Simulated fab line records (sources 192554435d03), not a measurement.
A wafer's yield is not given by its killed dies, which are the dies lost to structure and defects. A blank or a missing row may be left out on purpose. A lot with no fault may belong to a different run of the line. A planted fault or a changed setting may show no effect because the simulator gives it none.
Matching of chambers / flow n5 finfet / 4 sister chambers for N5_BEOL_M13_VIA_ETCH_16 on rie diel-02
The step etches SiOC in C4F8/O2/Ar, target depth 921.7 nm. 7 wafers are shown with their chamber, then 7 later ones without.

EACH WAFER AND ITS CHAMBER
wafer=L374.2; chamber=3; throttle valve pct (%)=24.33; drypump motor current A (A)=6.5
wafer=L379.2; chamber=1; throttle valve pct (%)=24.29; drypump motor current A (A)=6.2
wafer=L381.1; chamber=2; throttle valve pct (%)=24.55; drypump motor current A (A)=6.7
wafer=L381.3; chamber=0; throttle valve pct (%)=23.80; drypump motor current A (A)=5.0
wafer=L381.5; chamber=0; throttle valve pct (%)=23.78; drypump motor current A (A)=5.1
wafer=L383.1; chamber=1; throttle valve pct (%)=24.32; drypump motor current A (A)=6.2
wafer=L383.5; chamber=2; throttle valve pct (%)=24.55; drypump motor current A (A)=6.7

WAFERS MISSING THEIR CHAMBER
wafer=L383.6; throttle valve pct (%)=24.37; drypump motor current A (A)=6.5
wafer=L394.1; throttle valve pct (%)=23.83; drypump motor current A (A)=5.1
wafer=L394.4; throttle valve pct (%)=24.58; drypump motor current A (A)=6.8
wafer=L394.6; throttle valve pct (%)=23.83; drypump motor current A (A)=5.1
wafer=L397.1; throttle valve pct (%)=24.38; drypump motor current A (A)=6.5
wafer=L397.2; throttle valve pct (%)=24.33; drypump motor current A (A)=6.2
wafer=L397.6; throttle valve pct (%)=23.83; drypump motor current A (A)=5.0

WHICH CHAMBER EACH WENT THROUGH
wafer=L383.6; from the rows above=3; in truth=3
wafer=L394.1; from the rows above=0; in truth=0
wafer=L394.4; from the rows above=2; in truth=2
wafer=L394.6; from the rows above=0; in truth=0
wafer=L397.1; from the rows above=3; in truth=3
wafer=L397.2; from the rows above=1; in truth=1
wafer=L397.6; from the rows above=0; in truth=0
7 of 7 placed correctly. Can't be placed from these rows: 0. Placed wrongly: 0.
How it was worked out, from the rows above alone: a wafer's distance from a chamber is the root of the sum, over the readings, of the square of ((its reading less the chamber's mean) divided by the reading's scatter). The wafer belongs to the nearest chamber; if the next one is less than 2 further off, it can't be placed. For every chamber, the mean is computed from those of its wafers that are shown. The scatter: take each reading less its chamber's mean, square it, sum over the shown wafers, divide by the number of wafers less the number of chambers, and take the root.
